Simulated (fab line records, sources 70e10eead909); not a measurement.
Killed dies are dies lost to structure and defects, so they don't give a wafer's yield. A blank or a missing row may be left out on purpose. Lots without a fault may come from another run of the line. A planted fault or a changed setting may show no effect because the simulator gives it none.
A struck lot beside a sound one | flow nand_harc | 21 steps out of a route of 1302
Sound: wafers L932.1, L932.2, L932.3. Struck: wafers L935.1, L935.4, L935.6. The cause comes at the end.
At each step with rows: each side's tool, then ch and its chambers, then its first start. Under that, the readings that differ: sound wafers | struck wafers | difference of the means | sigmas: that difference in standard deviations of wafers without a fault.
alike: readings whose means differ by less than 2 such deviations, and words and numbers that are the same on both sides. not compared: withheld readings, readings that some wafer has no value for, bounds like >300 that may hide the same value, and numbers for which the record gives no deviation and whose values overlap.
The two part at a step that has a row with sigmas, a row that says differs or no value, or rows on one side only. Numbers that don't overlap but have no deviation are shown without sigmas and don't part them. A reading that every wafer of one side lacks parts them only if that side has two wafers or more.

NHARC_P_CONTACT_CMP_24: polishes, t overpolish 30 s, target thk 200 nm.
  sound on cmp-02 ch 0,2,3, day 7 10:08; struck on cmp-02 ch 0,2,3, day 8 07:56
  alike: motor_current_A, overpolish_run_s, time_to_endpoint_s
then, 1 step without rows for these wafers: NHARC_P_CONTACT_SRD_26.
NHARC_P_CONTACT_INSPECT_27:
  sound on defect_inspect-01, day 7 10:32; struck on defect_inspect-01, day 8 08:21
  alike: raw_defect_count
then, 8 steps without rows for these wafers: NHARC_P_M0_DEP_00 (deposits SiOC, target thk 150 nm); NHARC_P_M0_DEHYDRATE_01 (time 120 s); NHARC_P_M0_HMDS_02 (time 30 s); NHARC_P_M0_COAT_33 (time 65 s); NHARC_P_M0_COAT_03 (resist thk 90 nm); NHARC_P_M0_SOFTBAKE_04 (time 55 s); NHARC_P_M0_EBR_05; NHARC_P_M0_EXPOSE_06 (exposes mask P M0, target cd 90 nm).
NHARC_P_M0_PEB_07: peb time 65 s.
  sound on litho_track-06 ch 0, day 7 11:22; struck on litho_track-06 ch 0, day 8 09:10
  reading                  | sound             | struck            | difference | sigmas
  heater_power_total_W (W) | 157.3 156.4 156.2 | 160.9 161.9 161.7 | +4.9       | +11
then, 1 step without rows for these wafers: NHARC_P_M0_DEVELOP_08 (develop time 35 s).
NHARC_P_M0_CD_MEAS_09: target cd 90 nm.
  sound on cd_sem-02 ch 0, day 7 11:27; struck on cd_sem-02 ch 0, day 8 09:15
  reading    | sound          | struck         | difference | sigmas
  cd_nm (nm) | 91.0 90.3 90.5 | 87.9 87.5 87.6 | -2.9       | -6
NHARC_P_M0_OVL_MEAS_10: pitch 180 nm.
  sound on overlay-02, day 7 11:32; struck on overlay-01, day 8 09:20
  alike: overlay_x_nm, overlay_y_nm
NHARC_P_M0_INSPECT_11:
  sound on defect_inspect-01, day 7 11:34; struck on defect_inspect-01, day 8 09:22
  alike: raw_defect_count
NHARC_P_M0_DESCUM_14: chemistry O2, time 3 s.
  sound on rie_diel-01 ch 0,1,3, day 7 11:38; struck on rie_diel-01 ch 0,1,3, day 8 09:26
  reading               | sound             | struck            | difference | sigmas
  model.P_M0.cd_nm (nm) | 91.06 90.57 90.71 | 87.63 87.43 87.64 | -3.21      |
  alike: drypump_motor_current_A, oes_product_au, rf_vpp_V, showerhead_plenum_p_Torr, throttle_valve_pct
  not compared: rf_hours_counter_h
NHARC_P_M0_ETCH_34: etches the open film in N2/H2, target depth 40 nm, overetch 12 nm, time 43.94 s.
  sound on rie_diel-01 ch 1,2,3, day 7 11:43; struck on rie_diel-01 ch 1,2,3, day 8 09:32
  alike: drypump_motor_current_A, oes_product_au, rf_vpp_V, showerhead_plenum_p_Torr, throttle_valve_pct
  not compared: rf_hours_counter_h
NHARC_P_M0_ETCH_15: etches the open film in C4F8/Ar, target depth 150 nm, overetch 15 nm, time 82.5 s.
  sound on rie_diel-01 ch 0,1,3; struck on rie_diel-01 ch 0,1,2
  reading               | sound            | struck           | difference | sigmas
  model.P_M0.cd_nm (nm) | 90.9 90.55 90.45 | 87.2 87.24 87.29 | -3.4       |
  alike: oes_product_au, rf_vpp_V
  not compared: rf_hours_counter_h
NHARC_P_M0_CD_MEAS_16:
  sound on cd_sem-01, day 7 11:56; struck on cd_sem-01, day 8 09:44
  reading    | sound          | struck         | difference | sigmas
  cd_nm (nm) | 91.1 90.8 90.3 | 87.1 87.1 87.0 | -3.7       | -6
-- the record jumps here: 18 days lie between the struck wafers' starts before and after (it left off in module P_M0 and takes up again in module END, whose first step shown is number 1302 of the route) --
NHARC_END_SORT_01:
  sound on prober-01 ch 0, day 25 04:08; struck on prober-01 ch 0, day 26 18:53
  alike: defect_limited_yield, killed_at_array, killed_at_other, killed_at_periphery, killed_dies, killed_open, killed_short

WHERE THEY PART
First at NHARC_P_M0_PEB_07; last, within this record, at NHARC_P_M0_CD_MEAS_16. Later steps at which nothing parts them and some readings are alike: NHARC_END_SORT_01.

WHY: what the simulator had put in
Process parameter drift: litho_track-06, from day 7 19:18 on, at NHARC_P_M0_PEB_07. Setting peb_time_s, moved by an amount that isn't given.
